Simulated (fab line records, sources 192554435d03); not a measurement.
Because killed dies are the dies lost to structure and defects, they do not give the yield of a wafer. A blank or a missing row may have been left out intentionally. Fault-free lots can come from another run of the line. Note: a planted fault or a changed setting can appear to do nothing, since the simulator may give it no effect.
Chamber matching ; flow n5 finfet ; 4 sister chambers for N5_BEOL_M4_DESCUM_16 on rie diel-03
The step chemistry O2, time 7 s. 16 wafers are shown with their chamber, then 8 later ones without.

== WAFERS WITH THEIR CHAMBER ==
wafer;chamber;showerhead plenum p Torr (Torr);drypump motor current A (A);throttle valve pct (%)
L077.1;3;1.98;5.1;20.61
L077.5;2;2.20;5.6;20.61
L077.6;1;2.22;5.8;20.14
L083.1;3;1.98;5.1;20.62
L083.2;1;2.22;5.8;20.14
L083.5;1;2.22;5.8;20.12
L080.1;1;2.22;5.8;20.14
L080.2;3;1.98;5.1;20.63
L080.5;3;1.98;5.1;20.64
L085.2;3;1.97;5.1;20.63
L085.5;1;2.22;5.8;20.14
L085.6;0;2.16;6.0;20.83
L088.1;1;2.21;5.8;20.16
L088.2;2;2.19;5.6;20.64
L088.3;3;1.97;5.1;20.63
L091.1;2;2.19;5.7;20.65

SIGNATURES, as means of the wafers listed above
reading;chamber 0;chamber 1;chamber 2;chamber 3;scatter within a chamber
showerhead plenum p Torr;2.1600;2.2183;2.1933;1.9767;0.00486
drypump motor current A;6.000;5.800;5.633;5.100;0.0236
throttle valve pct;20.8300;20.1400;20.6333;20.6267;0.0135
Rule: for each reading, subtract the chamber's mean from the wafer's reading, divide by that reading's scatter and square the result; add these up over the readings and take the root, which gives the wafer's distance from the chamber. If the next closest chamber is less than 2 further off than the closest, the wafer can't be placed; otherwise it belongs to the closest. The scatter is the square root of a quotient: the sum, over the shown wafers, of each reading's squared deviation from its chamber's mean, divided by wafers minus chambers.

== WAFERS WHOSE CHAMBER IS MISSING ==
wafer;showerhead plenum p Torr (Torr);drypump motor current A (A);throttle valve pct (%)
L091.4;1.97;5.1;20.64
L091.5;2.21;5.8;20.19
L093.1;2.21;5.8;20.18
L093.4;2.21;5.8;20.18
L093.6;2.15;6.0;20.50
L094.1;2.15;6.0;20.50
L094.5;2.15;6.0;20.50
L094.6;2.19;5.6;20.66

== WHICH CHAMBER EACH WENT THROUGH ==
wafer;from the rows above;in truth
L091.4;3;3
L091.5;1;1
L093.1;1;1
L093.4;1;1
L093.6;2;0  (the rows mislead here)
L094.1;2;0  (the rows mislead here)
L094.5;2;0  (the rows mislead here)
L094.6;2;2
5 of 8 placed correctly. Left unplaced by these rows: 0. Placed wrongly: 3.
